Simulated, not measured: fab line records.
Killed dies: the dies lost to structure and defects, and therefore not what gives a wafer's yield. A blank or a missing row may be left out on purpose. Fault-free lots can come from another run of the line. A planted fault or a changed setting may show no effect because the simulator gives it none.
Problem report in the 8D (eight disciplines) form, filled by code	flow nand_harc	the parts of the form that need people (team, actions taken, sign-off) are left out

1. PROBLEM STATEMENT
At NHARC_A_STAIRCASE_ETCH_199, run_length_s averages 56.5 s over 2 wafers from 2 lots, while fault-free wafers read 61.8 s, standard deviation 0.51. That puts it -10 standard deviations away from the usual mean.
The step: etches the open film in C4F8/O2, target depth 100 nm, time 40.5 s.
First observed at day 12 12:46: wafer L905.6, on rie_diel-10. The record holds 36 wafers of 12 lots with a number at this step. By rule, "out" or "out of limits" means more than 4 standard deviations away from the usual mean. The other wafers with a number count as sound.

2. WHAT IT IS, AND WHAT IT ISN'T
question	is	is not
which readings at this step	run_length_s	oes_product_au, rf_vpp_V
which lots	L905, L907	L900, L901, L902, L913, L915, L916, L919, L920, L921, L922
which wafers of those lots	L905.6, L907.6	L905.3, L905.5, L907.4, L907.5
read on which tools	rie_diel-10	rie_diel-02, rie_diel-06
when	from day 12 12:46	up to then (11 sound wafers); but 23 sound wafers of L907, L913, L915, L916, L919, L920, L921, L922 came after

3. WHAT RULES OUT EACH SUSPECT
Counting: if a tool at a process step up to the reading ran every lot that is out, it stays a suspect. Sound lots after the first of them don't rule it out here, since some wafers of a struck lot are sound.
- rie_diel-10 at NHARC_A_STAIRCASE_ETCH_197 (etches the open film in C4F8/O2, target depth 100 nm, time 40.5 s): kept. Ran every lot that is out, first one L905 (day 12 12:46); last sound lot up to then L901 (day 11 18:02). NHARC_A_STAIRCASE_ETCH_197 gives no start for some lots, so the hours and the order of its lots are those of NHARC_A_STAIRCASE_ETCH_199.
- rie_diel-10 at NHARC_A_STAIRCASE_ETCH_199 (etches the open film in C4F8/O2, target depth 100 nm, time 40.5 s): kept. Ran every lot that is out, first one L905 (day 12 12:46); last sound lot up to then L901 (day 11 18:02). Its own readings are out on those wafers: run_length_s.
Left after counting: rie_diel-10 at NHARC_A_STAIRCASE_ETCH_197, rie_diel-10 at NHARC_A_STAIRCASE_ETCH_199.

4. THE CAUSE (what the simulator had put in)
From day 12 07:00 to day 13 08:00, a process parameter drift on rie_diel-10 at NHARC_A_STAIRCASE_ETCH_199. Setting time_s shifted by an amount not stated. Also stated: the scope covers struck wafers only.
Counting leaves 2 suspects; this tool is one of them.

5. THE CHAIN OF EFFECTS, in route order
Each row: a reading where the mean over the struck wafers with a number is more than 3 standard deviations away from the usual. Only readings for which the record gives a usual standard deviation are gone through. hours: the time from each lot's start at the first step in this table that gives one to its start at this step, as a median over the lots. sigmas: the change in usual standard deviations.
hours	step	reading	usual	on struck wafers	change	sigmas
0	NHARC_A_STAIRCASE_ETCH_199	run_length_s	61.8 s	56.5	-5.3	-10
Here are the process steps it includes:
- NHARC_A_STAIRCASE_ETCH_199: etches the open film in C4F8/O2, target depth 100 nm, time 40.5 s.
Readings that are blank on the struck wafers while sound wafers have them: bias_w at NHARC_A_STAIRCASE_ETCH_199.

6. WHAT WOULD HAVE CAUGHT IT SOONER
First out-of-limits reading in this record: day 12 12:46, which is 6 hours after fault onset at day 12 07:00.
